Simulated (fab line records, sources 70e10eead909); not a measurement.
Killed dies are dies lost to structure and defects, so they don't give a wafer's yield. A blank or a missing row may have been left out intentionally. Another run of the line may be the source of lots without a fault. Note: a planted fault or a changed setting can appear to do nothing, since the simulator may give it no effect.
Which of the tools did it? | flow nand harc | 14 lots, 42 wafers sampled, at 5 steps of a route of 1159

## WHAT EACH GAUGE READ, for each wafer
NHARC_P_BONDPAD_INSPECT_23. Usual: raw defect count at 325, with a standard deviation of 120.
lot  | measured     | on                | raw defect count | flag
L660 | day 6 18:36  | defect inspect-02 | 349 388 409      |
L661 | day 7 01:20  | defect inspect-01 | 248 249 389      |
L664 | day 7 14:13  | defect inspect-01 | 545 317 339      |
L666 | day 7 16:53  | defect inspect-01 | 288 327 373      |
L665 | day 7 17:11  | defect inspect-02 | 231 414 295      |
L667 | day 8 05:13  | defect inspect-02 | 212 264 246      |
L669 | day 8 22:06  | defect inspect-02 | 492 277 311      |
L671 | day 9 05:17  | defect inspect-02 | 404 328 244      |
L670 | day 9 06:05  | defect inspect-01 | 453 618 442      |
L674 | day 9 18:42  | defect inspect-02 | 204 263 210      |
L672 | day 9 20:29  | defect inspect-02 | 210 243 281      |
L676 | day 10 13:43 | defect inspect-01 | 589 386 237      |
L679 | day 11 07:25 | defect inspect-01 | 296 322 391      |
L682 | day 12 04:01 | defect inspect-02 | 369 177 246      |

NHARC_A_ONON_D1_THK_MEAS_08: measures by ellipsometry. Usual: thk nm at 998 nm, with a standard deviation of 10.
lot  | measured     | on            | thk nm (nm)    | flag
L660 | day 7 21:31  | film metro-01 | 996 994 993    |
L661 | day 8 02:21  | film metro-01 | 1009 1008 1010 |
L664 | day 8 14:07  | film metro-02 | 1008 1006 1006 |
L666 | day 8 17:53  | film metro-01 | 1011 1011 1012 |
L665 | day 8 17:53  | film metro-02 | 998 997 997    |
L667 | day 9 06:16  | film metro-01 | 996 996 995    |
L669 | day 9 23:21  | film metro-01 | 1000 998 1001  |
L671 | day 10 06:46 | film metro-01 | 1021 1021 1022 |
L670 | day 10 06:46 | film metro-02 | 993 991 993    |
L674 | day 10 19:36 | film metro-02 | 1005 1005 1004 |
L672 | day 10 19:35 | film metro-01 | 994 997 996    |
L676 | day 11 15:01 | film metro-02 | 652 651 651    | OFF
L679 | day 12 09:10 | film metro-02 | 671 671 673    | OFF
L682 | day 13 02:01 | film metro-02 | 994 994 993    |

NHARC_END_SORT_01. Usual: killed at array 21, standard deviation 8.9; killed at other 0.8, standard deviation 1.3; killed at periphery 3.6, standard deviation 2.4; killed dies 26, standard deviation 8.9; killed open 3.1, standard deviation 1.8; killed short 1.9, standard deviation 1.3.
lot  | measured     | on        | killed at array | killed at other | killed at periphery | killed dies | killed open | killed short | flag
L676 | day 23 15:52 | prober-02 | 672 673 675     | 0 0 2           | 5 4 0               | 677 677 677 | 2 6 1       | 2 3 1        | OFF
L679 | day 24 07:35 | prober-02 | 674 671 676     | 0 1 0           | 3 5 1               | 677 677 677 | 4 4 5       | 1 1 1        | OFF

## TOOL THAT RAN EACH LOT (tool first, then ch and the chambers of the sampled wafers, then the start)
lot  | NHARC_A_ONON_D1_DEP_06           | NHARC_A_CHANNEL_HOLE_D1_DEP_01
L660 | pecvd onon-02 ch 0, day 7 21:04  | pecvd-03 ch 0,1, day 8 15:01
L661 | pecvd onon-02 ch 0, day 8 01:53  | pecvd-02 ch 0,1,2, day 8 15:04
L664 | pecvd onon-03 ch 0, day 8 13:40  | pecvd-01 ch 0,1,2, day 9 04:22
L666 | pecvd onon-01 ch 0, day 8 17:26  | pecvd-02 ch 0,2, day 9 07:41
L665 | pecvd onon-03 ch 0, day 8 17:29  | pecvd-03 ch 1,2, day 9 07:32
L667 | pecvd onon-02 ch 0, day 9 05:47  | pecvd-03 ch 0,1,2, day 9 19:32
L669 | pecvd onon-02 ch 0, day 9 22:50  | pecvd-01 ch 0,1,2, day 10 18:03
L671 | pecvd onon-01 ch 0, day 10 06:19 | pecvd-01 ch 0,2, day 10 20:44
L670 | pecvd onon-03 ch 0, day 10 06:22 | pecvd-02 ch 0,2, day 10 21:14
L674 | pecvd onon-02 ch 0, day 10 19:08 | pecvd-03 ch 0,2, day 11 10:20
L672 | pecvd onon-01 ch 0, day 10 19:05 | pecvd-03 ch 0,1, day 11 09:28
L676 | pecvd onon-03 ch 0, day 11 14:33 | -
L679 | pecvd onon-03 ch 0, day 12 08:43 | -
L682 | pecvd onon-01 ch 0, day 13 01:37 | pecvd-01 ch 0,1,2, day 13 17:12
- NHARC_A_ONON_D1_DEP_06: target thk 1000 nm.
- NHARC_A_CHANNEL_HOLE_D1_DEP_01: deposits SiON, target thk 140 nm.

## WHAT THE TOOLS THEMSELVES READ (means of the sampled wafers that have a number; where no wafer has one, the mark that the record gives instead)
NHARC_A_ONON_D1_DEP_06. Usual: n2o flow sccm 2000 sccm, standard deviation 5.7; nh3 flow sccm 499.7 sccm, standard deviation 1.6.
lot  | tool          | n2o flow sccm (sccm) | nh3 flow sccm (sccm) | flag
L660 | pecvd onon-02 | 2001                 | 498.4                |
L661 | pecvd onon-02 | 2000                 | 500.3                |
L664 | pecvd onon-03 | 1990                 | 499.6                |
L666 | pecvd onon-01 | 1995                 | 500.5                |
L665 | pecvd onon-03 | 2005                 | 500.1                |
L667 | pecvd onon-02 | 2002                 | 499.5                |
L669 | pecvd onon-02 | 2000                 | 500.8                |
L671 | pecvd onon-01 | 1995                 | 500.9                |
L670 | pecvd onon-03 | 2002                 | 502.8                |
L674 | pecvd onon-02 | 2004                 | 498.9                |
L672 | pecvd onon-01 | 2004                 | 497.1                |
L676 | pecvd onon-03 | 2001                 | 499.9                |
L679 | pecvd onon-03 | 2000                 | 498.5                |
L682 | pecvd onon-01 | 1998                 | 499.9                |

NHARC_A_CHANNEL_HOLE_D1_DEP_01. Usual: heater power w at 788 W, with a standard deviation of 140.
lot  | tool     | heater power w (W) | flag
L660 | pecvd-03 | 750                |
L661 | pecvd-02 | 722                |
L664 | pecvd-01 | 796                |
L666 | pecvd-02 | 614                |
L665 | pecvd-03 | 972                |
L667 | pecvd-03 | 864                |
L669 | pecvd-01 | 799                |
L671 | pecvd-01 | 803                |
L670 | pecvd-02 | 590                |
L674 | pecvd-03 | 944                |
L672 | pecvd-03 | 739                |
L682 | pecvd-01 | 869                |

## THE ANSWER, worked out from the rows above alone
Rule: take the mean of a lot's wafers that have a number; if it is more than 3 standard deviations from the usual mean, the lot is off. Also off: a lot with no number at a reading for which 4 or more lots have one. Where the step has rows for the other lots, those lots are counted as sound. Order of review: gauges by route order, followed by the tools' own readings, for which a lot's mean as printed above is used. The first step at which some lot is off is used, and at that step the reading that is off furthest; a lot without a number counts as furthest.
Off, at NHARC_A_ONON_D1_THK_MEAS_08 on thk nm: L676, L679.
A tool fits if, at a process step before that reading, it ran every lot that is off, and no sound lot after the first of them. The gauges at NHARC_A_ONON_D1_THK_MEAS_08 aren't tried: what is off there is off at NHARC_END_SORT_01 too, on other tools, and a gauge's error can't cause that. One fits: pecvd onon-03 at NHARC_A_ONON_D1_DEP_06. Its last sound lot is L670 (day 10 06:22), its first lot that is off L676 (day 11 14:33): a fault that began between those two fits.

## WHAT HAD BEEN PUT IN BY THE SIMULATOR
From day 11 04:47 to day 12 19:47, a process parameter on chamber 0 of pecvd onon-03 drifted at NHARC_A_ONON_D1_DEP_06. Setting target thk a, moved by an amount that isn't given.
Struck lots among those shown: L676, L679. The rule above reached the same finding.
